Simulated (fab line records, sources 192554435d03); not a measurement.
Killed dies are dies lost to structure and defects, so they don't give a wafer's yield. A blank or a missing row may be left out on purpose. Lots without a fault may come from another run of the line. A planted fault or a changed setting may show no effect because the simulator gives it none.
fab line records | flow n5_finfet | part 2 of 2: steps 25 to 31 of 31
record lots=5 wafers=15 last_day=18
route steps=1938 shown MOL_CONTACT_COAG@557
lots that met no fault: from a run of the same line without faults
start_h: hours from the record's first day to the start of the lot's first wafer shown | wait_h: hours since the lot's step before | " the same as in the row above | L1.1+2: a row that stands for several wafers | - no value, or no start given | * or withheld: withheld | < > ~ a bound
route shown NAME@n: a module of which the file shows steps, and the number in the route of the first | usual: mean/standard deviation of fault-free wafers | same: alike in all rows | chamber/n: place in a boat | sites: the reading at each site | _std_site: their standard deviation | _edge_site: outer sites' mean less inner sites' | radius_mm: how far each site lies from the wafer's centre | mask NAME#n: copy n | behind: the tool/chamber that last shaped the wafer | hold: why the lot was held/for how many hours/how that ended | device: the transistor (n, p or np) that didn't switch | end of line: the same wafers' tests at the end of the route | a step without rows: its recipe alone | killed: dies lost to structure and defects at the first sort, not the wafer's yield | map: a wafer's dies, x killed, . not, _ none there
set.NAME: the setting as run; set.NAME@STEP: as run at that earlier step | model.NAME: the simulator's own value behind a step, which no gauge read
lots at some steps of the route; a table a step, a row a wafer
services: from which hour (start_h, from the record's first day; less than 0 if before it) a tool's chamber was out of use, for how many hours, and why
## steps
# step N5_MOL_CONTACT_COAG_ETCH_91
# recipe chemistry=N2/H2 target=SOC target_depth_a=600 overetch_a=210 mask_material=SiARC temp_c=40 time_s=101.2 ion_energy_ev=200 pressure_mtorr=30 source_w=840 bias_w=150 n2_flow_sccm=200 h2_flow_sccm=200
# usual drypump_motor_current_A=5.8/0.43 oes_product_au=0.66/0.075 rf_vpp_V=524.4/3 showerhead_plenum_p_Torr=2.56/0.1 throttle_valve_pct=17.78/0.26
# columns lot.wafer tool chamber start_h wait_h drypump_motor_current_A oes_product_au rf_hours_counter_h rf_vpp_V showerhead_plenum_p_Torr throttle_valve_pct
L078.2 rie_diel-03 3 127.30 0.0 5.5 0.81 1 522.8 2.48 17.59
L078.4 " 0 " " 5.8 0.61 195 527.5 2.62 17.39
L078.5 " 0 " " 5.8 0.61 - 526.7 2.62 17.39
L083.1 rie_diel-03 2 153.51 0.0 5.9 0.59 228 519.6 2.40 17.61
L083.4 " 0 " " 5.8 0.61 204 525.6 2.62 17.40
L083.6 " 0 " " 5.8 0.60 - 526.5 2.62 17.41
L084.2 rie_diel-03 1 156.99 0.0 5.8 0.74 22 526.9 2.61 17.99
L084.4 " 3 " " 5.5 0.79 12 522.4 2.47 17.60
L084.5 " 3 " " 5.5 0.79 - 521.4 2.47 17.61
L093.3 rie_diel-05 3 208.85 0.0 5.7 0.58 227 522.2 2.51 17.75
L093.4 " 0 " " 6.6 0.67 115 528.0 2.68 17.95
L093.6 " 0 " " 6.6 0.67 - 527.8 2.68 17.96
L095.2 rie_diel-05 3 228.71 0.0 5.7 0.58 233 522.8 2.50 17.80
L095.4 " 0 " " 6.6 0.67 122 527.4 2.67 17.95
L095.6 " 2 " " 5.1 0.73 - 527.8 2.72 17.57
# step N5_MOL_CONTACT_COAG_STRIP_92
# recipe chemistry=N2/H2 temp_c=40 n2_flow_sccm=200 h2_flow_sccm=200 rf_frequency_hz=6e+07
# columns lot.wafer tool chamber start_h wait_h
L078.2+4+5 rie_diel-03 3,0,0 127.37 0.0
L083.1+4+6 rie_diel-03 2,0,0 153.58 0.0
L084.2+4+5 rie_diel-03 1,3,3 157.06 0.0
L093.3+4+6 rie_diel-05 3,0,0 208.92 0.0
L095.2+4+6 rie_diel-05 3,0,2 228.78 0.0
# step N5_MOL_CONTACT_COAG_STRIP_93
# recipe chemistry=N2/H2 temp_c=40 n2_flow_sccm=200 h2_flow_sccm=200 rf_frequency_hz=6e+07
# columns lot.wafer tool chamber start_h wait_h
L078.2+4+5 rie_diel-03 3,0,0 127.38 0.0
L083.1+4+6 rie_diel-03 2,0,0 153.59 0.0
L084.2+4+5 rie_diel-03 1,3,3 157.07 0.0
L093.3+4+6 rie_diel-05 3,0,0 208.93 0.0
L095.2+4+6 rie_diel-05 3,0,2 228.79 0.0
# step N5_MOL_CONTACT_COAG_ETCHBACK_135
# recipe chemistry=CHF3 target=SiO2 target_depth_a=250 time_s=16.7 ion_energy_ev=200 pressure_mtorr=30 source_w=610 bias_w=170 Ar_flow_sccm=200 CHF3_flow_sccm=50
# usual CHF3_flow_sccm=49.97/0.16 drypump_motor_current_A=5.8/0.43 oes_product_au=0.78/0.093 rf_vpp_V=526/11 showerhead_plenum_p_Torr=2.40/0.092 throttle_valve_pct=18.69/0.27
# columns lot.wafer tool chamber start_h wait_h CHF3_flow_sccm drypump_motor_current_A oes_product_au rf_hours_counter_h rf_vpp_V showerhead_plenum_p_Torr throttle_valve_pct
L078.2 rie_diel-03 3 127.39 0.0 49.88 5.5 0.98 1 506 2.34 18.66
L078.4 " 0 " " 49.73 5.8 0.71 195 537 2.46 18.38
L078.5 " 0 " " 49.90 5.8 0.71 - 538 2.46 18.36
L083.1 rie_diel-03 2 153.60 0.0 50.03 5.9 0.68 228 509 2.26 18.67
L083.4 " 0 " " 49.79 5.8 0.70 204 537 2.46 18.40
L083.6 " 0 " " 49.84 5.7 0.70 - 538 2.46 18.39
L084.2 rie_diel-03 1 157.08 0.0 50.20 5.8 0.88 22 530 2.41 18.66
L084.4 " 3 " " 50.23 5.5 0.93 12 503 2.34 18.66
L084.5 " 3 " " 49.89 5.5 0.94 - 503 2.34 18.67
L093.3 rie_diel-05 3 208.94 0.0 49.92 5.7 0.69 227 531 2.34 18.68
L093.4 " 0 " " 50.11 6.6 0.80 115 529 2.49 18.76
L093.6 " 0 " " 50.08 6.7 0.80 - 527 2.49 18.75
L095.2 rie_diel-05 3 228.80 0.0 49.94 5.7 0.70 233 530 2.34 18.72
L095.4 " 0 " " 50.37 6.6 0.80 122 529 2.48 18.78
L095.6 " 2 " " 50.20 5.1 0.88 - 518 2.54 18.40
# step N5_MOL_CONTACT_COAG_STRIP_118
# recipe chemistry=CHF3 resist=SiARC rf_frequency_hz=6e+07
# columns lot.wafer tool chamber start_h wait_h
L078.2+4+5 rie_diel-03 3,0,0 127.41 0.0
L083.1+4+6 rie_diel-03 2,0,0 153.62 0.0
L084.2+4+5 rie_diel-03 1,3,3 157.10 0.0
L093.3+4+6 rie_diel-05 3,0,0 208.96 0.0
L095.2+4+6 rie_diel-05 3,0,2 228.82 0.0
# step N5_MOL_CONTACT_COAG_VIA_ETCH_46
# recipe chemistry=C4F6/O2 target_depth_a=460 overetch_a=92 mask_material=SOC target=SiO2 bias_w=455 pressure_mtorr=10 time_s=40 source_w=325 Ar_flow_sccm=300 C4F6_flow_sccm=10 O2_flow_sccm=10 ion_energy_ev=575.3 ends=end_point
# usual C4F6_flow_sccm=10.00/0.031 drypump_motor_current_A=5.8/0.43 oes_product_au=0.70/0.08 rf_vpp_V=1591/30 showerhead_plenum_p_Torr=2.86/0.11 throttle_valve_pct=40.8/0.5
# columns lot.wafer tool chamber start_h wait_h C4F6_flow_sccm drypump_motor_current_A oes_product_au rf_hours_counter_h rf_vpp_V showerhead_plenum_p_Torr throttle_valve_pct
L078.2 rie_diel-03 3 127.42 0.0 9.96 5.5 0.87 1 1530 2.79 40.7
L078.4 " 0 " " 9.99 5.8 0.65 195 1623 2.94 40.1
L078.5 " 0 " " 10.05 5.8 0.65 - 1624 2.94 40.1
L083.1 rie_diel-03 2 153.63 0.0 9.99 5.9 0.61 228 1541 2.70 40.6
L083.4 " 0 " " 10.05 5.8 0.64 204 1622 2.93 40.1
L083.6 " 0 " " 10.00 5.8 0.64 - 1624 2.93 40.1
L084.2 rie_diel-03 1 157.11 0.0 9.98 5.8 0.79 22 1603 2.87 40.6
L084.4 " 3 " " 10.02 5.5 0.83 12 1531 2.79 40.7
L084.5 " 3 " " 10.02 5.5 0.82 - 1531 2.79 40.7
L093.3 rie_diel-05 3 208.97 0.0 10.02 5.7 0.61 227 1604 2.79 40.3
L093.4 " 0 " " 9.96 6.6 0.71 115 1599 2.97 41.1
L093.6 " 0 " " 10.03 6.6 0.71 - 1600 2.97 41.1
L095.2 rie_diel-05 3 228.83 0.0 9.98 5.7 0.61 233 1604 2.79 40.3
L095.4 " 0 " " 9.99 6.6 0.70 122 1600 2.96 41.1
L095.6 " 2 " " 10.09 5.1 0.78 - 1568 3.03 40.8
# step N5_MOL_CONTACT_COAG_STRIP_96
# recipe chemistry=N2/H2 power_w=500 temp_c=40 pressure_mtorr=50 rf_frequency_hz=6e+07 overash_fraction=0.3 bias_power_w=28 h2_frac=0.5 n2_flow_sccm=300 h2_flow_sccm=300
# usual drypump_motor_current_A=5.8/0.43 oes_product_au=0.78/0.094 rf_vpp_V=121.9/1.3 showerhead_plenum_p_Torr=3.38/0.13 throttle_valve_pct=18.9/0.36
# columns lot.wafer tool chamber start_h wait_h drypump_motor_current_A oes_product_au rf_hours_counter_h rf_vpp_V showerhead_plenum_p_Torr throttle_valve_pct
L078.2 rie_diel-03 3 127.49 0.0 5.5 1.00 1 122.0 3.27 18.6
L078.4 " 0 " " 5.8 0.71 195 122.3 3.46 18.3
L078.5 " 0 " " 5.8 0.71 - 122.0 3.46 18.3
L083.1 rie_diel-03 2 153.70 0.0 5.9 0.70 228 118.8 3.17 18.4
L083.4 " 0 " " 5.8 0.70 204 123.1 3.45 18.3
L083.6 " 0 " " 5.8 0.70 - 123.3 3.45 18.3
L084.2 rie_diel-03 1 157.18 0.0 5.8 0.88 22 121.8 3.45 19.3
L084.4 " 3 " " 5.6 0.94 12 122.3 3.27 18.6
L084.5 " 3 " " 5.5 0.95 - 121.3 3.27 18.7
L093.3 rie_diel-05 3 209.04 0.0 5.7 0.69 227 121.8 3.31 18.7
L093.4 " 0 " " 6.6 0.81 115 122.1 3.53 19.1
L093.6 " 0 " " 6.7 0.81 - 119.7 3.53 19.1
L095.2 rie_diel-05 3 228.90 0.0 5.7 0.68 233 122.1 3.31 18.7
L095.4 " 0 " " 6.6 0.80 122 123.4 3.52 19.1
L095.6 " 2 " " 5.1 0.87 - 123.7 3.58 18.8
## services
# columns tool chamber start_h hours kind
euv_scanner-01 - 105.96 0.6 repair
wet_bench-04 - 117.12 0.8 repair
rie_diel-03 - 118.04 2.8 pm
cmp-04 - 118.06 4.0 pm
rie_diel-04 2 122.02 1.8 repair
euv_scanner-01 - 123.63 2.7 repair
ald_sin-03 - 130.20 1.2 repair
cmp-02 - 132.74 11.8 pm
ald_sin-01 0 144.35 15.5 repair
pecvd-03 - 146.95 2.8 pm
euv_scanner-01 - 157.61 1.0 pm
ald_sin-03 1 166.43 8.9 repair
rie_diel-05 0 166.50 3.8 repair
rie_diel-05 3 168.28 4.5 repair
cmp-04 - 175.32 3.3 pm
ald_sin-04 - 176.75 14.0 pm
wet_bench-05 - 192.57 0.7 repair
rie_diel-03 3 197.84 8.7 repair
euv_scanner-01 - 201.91 1.0 pm
wet_bench-06 - 203.65 1.1 repair
cmp-04 - 207.03 0.2 repair
euv_scanner-01 - 207.21 12.0 pm
rie_diel-03 3 214.28 5.1 repair
ald_sin-03 1 217.86 2.9 repair
